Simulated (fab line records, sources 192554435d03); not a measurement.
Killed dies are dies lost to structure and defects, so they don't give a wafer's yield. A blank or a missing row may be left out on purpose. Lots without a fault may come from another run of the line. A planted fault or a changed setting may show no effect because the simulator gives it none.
Which tool did it? | flow n5_finfet | 12 lots, 32 wafers sampled, at 4 steps of a route of 1938

WHAT THE GAUGES READ, wafer by wafer
N5_SD_EPI_N_OVL_MEAS_10. Usual: SD_N_BLK_OVL -0.5 nm, standard deviation 0.68.
lot  | measured    | on         | SD_N_BLK_OVL (nm) | flag
L426 | day 3 06:49 | overlay-02 | 0.9 -0.7 0.6      |
L427 | day 3 14:13 | overlay-02 | 0.7 -0.5 -0.5     |
L428 | day 3 20:26 | overlay-01 | -0.6 0.4 -0.3     |
L429 | day 3 22:59 | overlay-02 | -0.5 -1.0 -0.7    |
L430 | day 4 05:52 | overlay-01 | -0.8 -0.4 -0.4    |
L433 | day 5 04:34 | overlay-02 | 0.5 -1.0 0.6      |
L434 | day 5 09:40 | overlay-01 | -0.4 -1.9 -0.5    |
L437 | day 6 00:11 | overlay-01 | 0.3 -0.6          |
L436 | day 6 01:53 | overlay-02 | 0.1 -0.8 0.1      |
L445 | day 7 23:55 | overlay-01 | -1.2 -1.8         |
L446 | day 8 05:04 | overlay-01 | -0.9 -0.1         |
L447 | day 8 15:20 | overlay-01 | -2.5 -1.3         |

WHICH TOOL RAN EACH LOT (tool, then ch and the chambers of the sampled wafers, then the start)
lot  | N5_DUMMY_GATE_ETCH_36             | N5_DUMMY_GATE_ETCH_44           | N5_SPACER0_ALD_00
L426 | rie_diel-06 ch 0,1,2, day 3 04:35 | rie_si-04 ch 1,2, day 3 05:15   | ald_sin-03 ch 0,1,2, day 3 06:05
L427 | rie_diel-05 ch 2,3, day 3 12:10   | rie_si-06 ch 2,3, day 3 12:55   | ald_sin-03 ch 1,2,3, day 3 13:30
L428 | rie_diel-05 ch 2,3, day 3 18:18   | rie_si-01 ch 0,1,3, day 3 18:57 | ald_sin-02 ch 0,1,2, day 3 19:44
L429 | rie_diel-05 ch 1,2,3, day 3 20:49 | rie_si-06 ch 0,2, day 3 21:36   | ald_sin-04 ch 1,2,3, day 3 22:16
L430 | rie_diel-06 ch 0,1,3, day 4 03:25 | rie_si-06 ch 1,2,3, day 4 04:26 | ald_sin-02 ch 1,3, day 4 05:02
L433 | rie_diel-05 ch 0,1,2, day 5 00:13 | rie_si-01 ch 0,1,3, day 5 01:08 | ald_sin-04 ch 1,2, day 5 03:43
L434 | rie_diel-05 ch 1,2, day 5 06:59   | rie_si-04 ch 2,3, day 5 07:38   | ald_sin-02 ch 1,2,3, day 5 08:57
L437 | rie_diel-06 ch 1,3, day 5 22:06   | rie_si-01 ch 0,3, day 5 22:46   | ald_sin-04 ch 0,1, day 5 23:20
L436 | rie_diel-06 ch 0,1,2, day 5 23:43 | rie_si-06 ch 0,3, day 6 00:22   | ald_sin-02 ch 0,3, day 6 01:02
L445 | rie_diel-03 ch 0,2, day 7 21:26   | rie_si-01 ch 1, day 7 22:05     | ald_sin-02 ch 0,2, day 7 23:11
L446 | rie_diel-05 ch 0,3, day 8 02:57   | rie_si-04 ch 0, day 8 03:46     | ald_sin-02 ch 1, day 8 04:21
L447 | rie_diel-03 ch 2, day 8 10:26     | rie_si-06 ch 0,1, day 8 11:22   | ald_sin-02 ch 2, day 8 14:37
- N5_DUMMY_GATE_ETCH_36: etches SiARC in CF4, target depth 13 nm.
- N5_DUMMY_GATE_ETCH_44: etches poly-Si in HBr/O2, stops on SiO2, target depth 127.5 nm.
- N5_SPACER0_ALD_00: deposits SiOCN, target thk 3.5 nm, pulse time 3 s, purge time 2 s.

WHAT THE TOOLS THEMSELVES READ (means of the sampled wafers that have a number; where no wafer has one, the mark that the record gives instead)
N5_DUMMY_GATE_ETCH_36. Usual: drypump_motor_current_A 5.76 A, standard deviation 0.25; mfc_ar_sccm 100.0 sccm, standard deviation 0.32; oes_product_au 0.79 a.u., standard deviation 0.091; rf_vpp_V 184.2 V, standard deviation 1.1; showerhead_plenum_p_Torr 2.15 Torr, standard deviation 0.064; throttle_valve_pct 15.67 %, standard deviation 0.21.
lot  | tool        | drypump_motor_current_A (A) | mfc_ar_sccm (sccm) | oes_product_au (a.u.) | rf_vpp_V (V) | showerhead_plenum_p_Torr (Torr) | throttle_valve_pct (%) | flag
L426 | rie_diel-06 | 5.75                        | 99.7               | 0.75                  | 184.6        | 2.18                            | 15.66                  |
L427 | rie_diel-05 | 5.76                        | 100.2              | 0.85                  | 184.2        | 2.13                            | 15.60                  |
L428 | rie_diel-05 | 5.92                        | 99.9               | 0.76                  | 183.2        | 2.08                            | 15.82                  |
L429 | rie_diel-05 | 5.81                        | 99.8               | 0.78                  | 183.5        | 2.12                            | 15.58                  |
L430 | rie_diel-06 | 5.85                        | 100.2              | 0.83                  | 183.6        | 2.20                            | 15.72                  |
L433 | rie_diel-05 | 5.73                        | 99.8               | 0.83                  | 184.0        | 2.13                            | 15.53                  |
L434 | rie_diel-05 | 5.69                        | 100.0              | 0.81                  | 184.0        | 2.15                            | 15.35                  |
L437 | rie_diel-06 | 5.84                        | 99.6               | 0.84                  | 184.3        | 2.21                            | 15.68                  |
L436 | rie_diel-06 | 5.75                        | 100.5              | 0.73                  | 185.1        | 2.17                            | 15.71                  |
L445 | rie_diel-03 | 5.44                        | 99.9               | 0.84                  | 184.9        | 2.21                            | 15.59                  |
L446 | rie_diel-05 | 5.97                        | 100.3              | 0.85                  | 184.3        | 2.17                            | 15.75                  |
L447 | rie_diel-03 | 5.52                        | 100.0              | 0.93                  | 186.8        | 2.28                            | 15.43                  |

N5_DUMMY_GATE_ETCH_44. Usual: drypump_motor_current_A 5.7 A, standard deviation 0.46; oes_product_au 0.737 a.u., standard deviation 0.012; throttle_valve_pct 18.54 %, standard deviation 0.22.
lot  | tool      | drypump_motor_current_A (A) | oes_product_au (a.u.) | throttle_valve_pct (%) | flag
L426 | rie_si-04 | 5.7                         | 0.736                 | 18.67                  |
L427 | rie_si-06 | 5.2                         | 0.748                 | 18.61                  |
L428 | rie_si-01 | 5.6                         | 0.726                 | 18.35                  |
L429 | rie_si-06 | 5.6                         | 0.751                 | 18.72                  |
L430 | rie_si-06 | 5.7                         | 0.742                 | 18.49                  |
L433 | rie_si-01 | 5.6                         | 0.719                 | 18.35                  |
L434 | rie_si-04 | 5.6                         | 0.734                 | 18.82                  |
L437 | rie_si-01 | 5.8                         | 0.728                 | 18.34                  |
L436 | rie_si-06 | 5.9                         | 0.745                 | 18.47                  |
L445 | rie_si-01 | 5.2                         | 0.721                 | 18.40                  |
L446 | rie_si-04 | 6.0                         | 0.746                 | 18.45                  |
L447 | rie_si-06 | 6.7                         | 0.750                 | 18.53                  |

N5_SPACER0_ALD_00. Usual: heater_power_outer_w 492 W, standard deviation 53; heater_power_w 809 W, standard deviation 82; precursor_pulse_height_rel 1.000, standard deviation 0.02.
lot  | tool       | heater_power_outer_w (W) | heater_power_w (W) | precursor_pulse_height_rel | flag
L426 | ald_sin-03 | 512                      | 820                | 1.006                      |
L427 | ald_sin-03 | 508                      | 821                | 1.007                      |
L428 | ald_sin-02 | 496                      | 794                | 0.987                      |
L429 | ald_sin-04 | 458                      | 792                | 0.979                      |
L430 | ald_sin-02 | 435                      | 735                | 0.985                      |
L433 | ald_sin-04 | 481                      | 812                | 0.993                      |
L434 | ald_sin-02 | 448                      | 731                | 1.009                      |
L437 | ald_sin-04 | 516                      | 854                | 0.984                      |
L436 | ald_sin-02 | 495                      | 826                | 0.993                      |
L445 | ald_sin-02 | 524                      | 864                | 1.004                      |
L446 | ald_sin-02 | 434                      | 704                | 0.990                      |
L447 | ald_sin-02 | 450                      | 735                | 0.972                      |

THE ANSWER, worked out from the rows above alone
Rule: a lot is off if the mean of its wafers that have a number lies more than 3 standard deviations from the usual mean. A lot without any number at a reading at which 4 lots or more have one is off too. The other lots that the step has rows for count as sound. The gauges are gone through in route order, then the tools' own readings, and for those a lot's mean is taken as printed above. The first step at which some lot is off is used, and at that step the reading that is off furthest; a lot without a number counts as furthest.
No lot is off at any reading shown: from this, nothing can be told.

WHAT THE SIMULATOR HAD PUT IN
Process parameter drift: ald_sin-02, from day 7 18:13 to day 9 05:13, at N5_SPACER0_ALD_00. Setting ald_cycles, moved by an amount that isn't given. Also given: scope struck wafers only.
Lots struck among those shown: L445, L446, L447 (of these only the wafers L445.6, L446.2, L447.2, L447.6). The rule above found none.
